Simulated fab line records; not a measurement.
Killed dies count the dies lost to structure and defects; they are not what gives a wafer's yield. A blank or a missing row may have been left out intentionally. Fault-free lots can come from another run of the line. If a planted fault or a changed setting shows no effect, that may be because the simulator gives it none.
A lot that was struck, set against a sound lot	flow n5 finfet	14 steps out of a route of 1938
Sound: wafers L381.2, L381.5, L381.6. Wafers L385.2, L385.4, L385.6 were the ones struck. The cause is given at the end.
Order at every step that has rows: each side's tool, ch and its chambers, its first start. Under that, the readings that differ: sound wafers	struck wafers	difference of the means	sigmas: that difference in standard deviations of wafers without a fault.
alike: words and numbers the same on both sides, and readings whose means are apart by under 2 such deviations; not compared: readings that were withheld, readings missing a value for some wafer, numbers with overlapping values and no deviation given by the record, and bounds like >300 which may hide the same value.
A row with sigmas, a row that says differs or no value, or rows on one side alone: a step with any of these is where the two part. Numbers that have no deviation but don't overlap get no sigmas and don't part them. Lack of a reading on every wafer of one side parts them only where that side has two or more wafers.

N5_FIN_SAQP_THK_MEAS_05:
  sound: film metro-01 at day 2 09:07; struck: film metro-02 at day 3 10:16
  alike: thk nm
N5_FIN_SAQP_PECVD_47: deposits a-Si from SiH4/He, target thk 45 nm, time 36.3 s.
  sound on pecvd-03 ch 1,2, day 2 09:09; struck on pecvd-02 ch 1,2, day 3 10:17
  alike: heater power w, showerhead plenum p Torr, throttle valve pct
N5_FIN_SAQP_PECVD_48: deposits SiNx from SiH4/NH3/N2, target thk 25 nm, time 22.1 s.
  sound on pecvd-03 ch 1,2, day 2 09:11; struck on pecvd-02 ch 1,2, day 3 10:20
  alike: heater power w, showerhead plenum p Torr, throttle valve pct
N5_FIN_SAQP_PECVD_06: deposits a-Si from SiH4/He, target thk 60 nm, time 48.1 s.
  sound on pecvd-03 ch 1,2, day 2 09:14; struck on pecvd-02 ch 1,2, day 3 10:22
  alike: heater power w, showerhead plenum p Torr, throttle valve pct
N5_FIN_SAQP_THK_MEAS_07:
  sound: film metro-01 at day 2 09:19; struck: film metro-02 at day 3 10:28
  alike: thk nm
N5_FIN_SAQP_HM_DEP_72: deposits SiO2 from SiH4/N2O, target thk 12 nm, time 7.2 s.
  sound on pecvd-04 ch 0,1, day 2 09:22; struck on pecvd-04 ch 0,1,2, day 3 10:30
  alike: heater power w, showerhead plenum p Torr
then, 6 steps without rows for these wafers: N5_FIN_SAQP_COAT_49 (time 60 s, resist thk 100 nm); N5_FIN_SAQP_COAT_50 (time 60 s, resist thk 35 nm); N5_FIN_SAQP_COAT_10 (resist thk 90 nm); N5_FIN_SAQP_EBR_12; N5_FIN_SAQP_SOFTBAKE_11 (time 60 s); N5_FIN_SAQP_EXPOSE_13 (exposes mask FIN CORE, target cd 35.6 nm).
N5_FIN_SAQP_PEB_14: peb time 60 s.
  sound on litho track-03 ch 0, day 2 09:44; struck on litho track-05, day 3 10:53
  no value came back on the struck wafers for chill plate temp C (C), exhaust pa (Pa); on the sound wafers chill plate temp C (C) reads 23.01 23.13 23.08
then, 1 step without rows for these wafers: N5_FIN_SAQP_DEVELOP_15 (develop time 30 s).

== WHERE THEY PART ==
Only at N5_FIN_SAQP_PEB_14, within this record.

WHY: what had been put in by the simulator
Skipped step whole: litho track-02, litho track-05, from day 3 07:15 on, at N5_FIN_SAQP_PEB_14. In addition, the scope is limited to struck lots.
